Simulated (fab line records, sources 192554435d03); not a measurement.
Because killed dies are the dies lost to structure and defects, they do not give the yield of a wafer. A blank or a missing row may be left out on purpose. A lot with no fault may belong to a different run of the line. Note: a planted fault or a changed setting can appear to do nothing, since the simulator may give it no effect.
Matching of chambers + flow n5Finfet + 4 sister chambers for N5_BEOL_M7_CMP_52 on cmp-01
The step polishes, stops on SiCOH lowk, t overpolish 6.9 s, target thk 80 nm. 18 wafers are shown with their chamber, then 9 later ones without.

== WAFERS PAIRED WITH THEIR CHAMBERS ==
| wafer  | chamber | motorCurrentA (A) | timeToEndpointS (s) | barrierFieldEndpointS (s) |
|--------|---------|-------------------|---------------------|---------------------------|
| L076.2 | 3       | 6.1               | 64.1                | 29.7                      |
| L076.3 | 2       | 5.8               | 66.2                | 29.7                      |
| L076.4 | 1       | 5.9               | 61.7                | 28.9                      |
| L076.1 | 0       | 4.8               | 61.2                | 29.4                      |
| L076.5 | 3       | 6.0               | 66.2                | 29.8                      |
| L076.6 | 0       | 4.2               | 62.8                | 29.4                      |
| L079.2 | 2       | 5.9               | 67.1                | 28.9                      |
| L079.3 | 0       | 4.7               | 65.8                | 29.6                      |
| L079.4 | 3       | 6.3               | 66.3                | 29.8                      |
| L081.3 | 3       | 6.4               | 64.9                | 29.1                      |
| L081.5 | 0       | 4.7               | 65.5                | 28.5                      |
| L081.6 | 3       | 6.1               | 64.1                | 29.8                      |
| L081.1 | 1       | 6.2               | 62.7                | 27.9                      |
| L081.2 | 2       | 5.6               | 65.7                | 29.0                      |
| L081.4 | 0       | 4.6               | 67.0                | 29.7                      |
| L087.1 | 2       | 5.6               | 64.3                | 29.5                      |
| L087.2 | 1       | 6.3               | 63.5                | 29.5                      |
| L087.5 | 2       | 5.7               | 64.1                | 29.5                      |

SIGNATURES (averages over the wafers above)
| reading               | chamber 0 | chamber 1 | chamber 2 | chamber 3 | scatter within a chamber |
|-----------------------|-----------|-----------|-----------|-----------|--------------------------|
| motorCurrentA         | 4.600     | 6.133     | 5.720     | 6.180     | 0.186                    |
| timeToEndpointS       | 64.460    | 62.633    | 65.480    | 65.120    | 1.59                     |
| barrierFieldEndpointS | 29.320    | 28.767    | 29.320    | 29.640    | 0.469                    |
Rule: for each reading, subtract the chamber's mean from the wafer's reading, divide by that reading's scatter and square the result; add these up over the readings and take the root, which gives the wafer's distance from the chamber. The wafer belongs to the nearest chamber; if the next one is less than 2 further off, it can't be placed. The scatter: take each reading less its chamber's mean, square it, sum over the shown wafers, divide by the number of wafers less the number of chambers, and take the root.

== WAFERS MISSING THEIR CHAMBER ==
| wafer  | motorCurrentA (A) | timeToEndpointS (s) | barrierFieldEndpointS (s) |
|--------|-------------------|---------------------|---------------------------|
| L094.1 | 6.4               | 64.3                | 28.8                      |
| L094.4 | 6.4               | 66.0                | 29.8                      |
| L094.5 | 6.1               | 64.7                | 29.8                      |
| L096.2 | 4.6               | 66.3                | 29.4                      |
| L096.3 | 5.8               | 66.8                | 30.1                      |
| L096.4 | 6.5               | 63.8                | 30.1                      |
| L096.1 | 5.9               | 65.3                | 29.5                      |
| L096.5 | 6.2               | 65.4                | 29.6                      |
| L096.6 | 4.7               | 68.6                | 30.5                      |

== CHAMBER TAKEN BY EACH ==
| wafer  | from the rows above          | in truth                   |
|--------|------------------------------|----------------------------|
| L094.1 | can't be placed: 1 or 3      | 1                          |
| L094.4 | 3                            | 3                          |
| L094.5 | can't be placed: 3 or 2 or 1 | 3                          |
| L096.2 | 0                            | 0                          |
| L096.3 | can't be placed: 2 or 3      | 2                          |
| L096.4 | can't be placed: 3 or 1      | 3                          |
| L096.1 | can't be placed: 2 or 3 or 1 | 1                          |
| L096.5 | 3                            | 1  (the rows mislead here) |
| L096.6 | 0                            | 0                          |
Correct placement for 3 of the 9. Unplaceable from these rows: 5, with the true chamber sitting among the candidates in 5. Wrongly placed: 1.
